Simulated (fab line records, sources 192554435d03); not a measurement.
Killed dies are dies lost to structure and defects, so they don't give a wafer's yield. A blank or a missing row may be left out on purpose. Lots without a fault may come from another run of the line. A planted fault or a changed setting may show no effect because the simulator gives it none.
A struck lot beside a sound one | flow n5_finfet | 14 steps out of a route of 1938
Sound: wafers L162.2, L162.4, L162.5. Struck: wafers L174.2, L174.3, L174.4. The cause comes at the end.
At each step with rows: each side's tool, then ch and its chambers, then its first start. Under that, the readings that differ: sound wafers | struck wafers | difference of the means | sigmas: that difference in standard deviations of wafers without a fault.
alike: readings whose means differ by less than 2 such deviations, and words and numbers that are the same on both sides. not compared: withheld readings, readings that some wafer has no value for, bounds like >300 that may hide the same value, and numbers for which the record gives no deviation and whose values overlap.
The two part at a step that has a row with sigmas, a row that says differs or no value, or rows on one side only. Numbers that don't overlap but have no deviation are shown without sigmas and don't part them. A reading that every wafer of one side lacks parts them only if that side has two wafers or more.

first, 2 steps without rows for these wafers: N5_DUMMY_GATE_SRD_26 (time 30 s); N5_DUMMY_GATE_UV_OZONE_45 (time 120 s).
N5_DUMMY_GATE_INSPECT_27: inspects for defects (brightfield).
  sound on defect_inspect-01, day 4 23:34; struck on defect_inspect-01, day 7 23:20
  alike: raw_defect_count
N5_SPACER0_ALD_07: deposits SiNx, target thk 2 nm.
  sound on ald_sin-03 ch 1,2, day 4 23:37; struck on ald_sin-03 ch 1,2,3, day 7 23:22
  alike: heater_power_w
  not compared: since_wet_clean_h
N5_SPACER0_ALD_00: deposits SiOCN, target thk 3.5 nm, pulse time 3 s, purge time 2 s.
  sound on ald_sin-03 ch 1,2, day 4 23:46; struck on ald_sin-03 ch 1,2,3, day 7 23:31
  alike: heater_power_w, precursor_pulse_height_rel
  not compared: since_wet_clean_h
N5_SPACER0_ALD_08: deposits SiNx, target thk 2 nm.
  sound on ald_sin-03 ch 1,2, day 5 00:01; struck on ald_sin-03 ch 1,2,3, day 7 23:47
  alike: heater_power_w
  not compared: since_wet_clean_h
N5_SPACER0_INSPECT_04: inspects for defects (darkfield).
  sound on defect_inspect-01, day 5 00:11; struck on defect_inspect-02, day 7 23:56
  alike: raw_defect_count
then, 5 steps without rows for these wafers: N5_SD_EPI_N_COAT_32 (time 60 s, resist thk 350 nm); N5_SD_EPI_N_COAT_33 (time 60 s, resist thk 35 nm); N5_SD_EPI_N_COAT_03 (resist thk 150 nm); N5_SD_EPI_N_EBR_05; N5_SD_EPI_N_SOFTBAKE_04 (time 60 s).
N5_SD_EPI_N_EXPOSE_06: exposes mask SD N BLK, target cd 120 nm.
  sound on arfi_scanner-01 ch 0, day 5 00:28; struck on arfi_scanner-01, day 8 00:05
  no value came back on the struck wafers for exposure_dose_mJ_cm2, focus_offset_nm (nm), na; on the sound wafers exposure_dose_mJ_cm2 reads 39.76 39.79 39.77
  alike: mask
then, 1 step without rows for these wafers: N5_SD_EPI_N_PEB_07 (peb time 60 s).

WHERE THEY PART
Only at N5_SD_EPI_N_EXPOSE_06, within this record.

WHY: what the simulator had put in
Skipped step whole: arfi_scanner-01, from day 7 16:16 on, at N5_SD_EPI_N_EXPOSE_06. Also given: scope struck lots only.
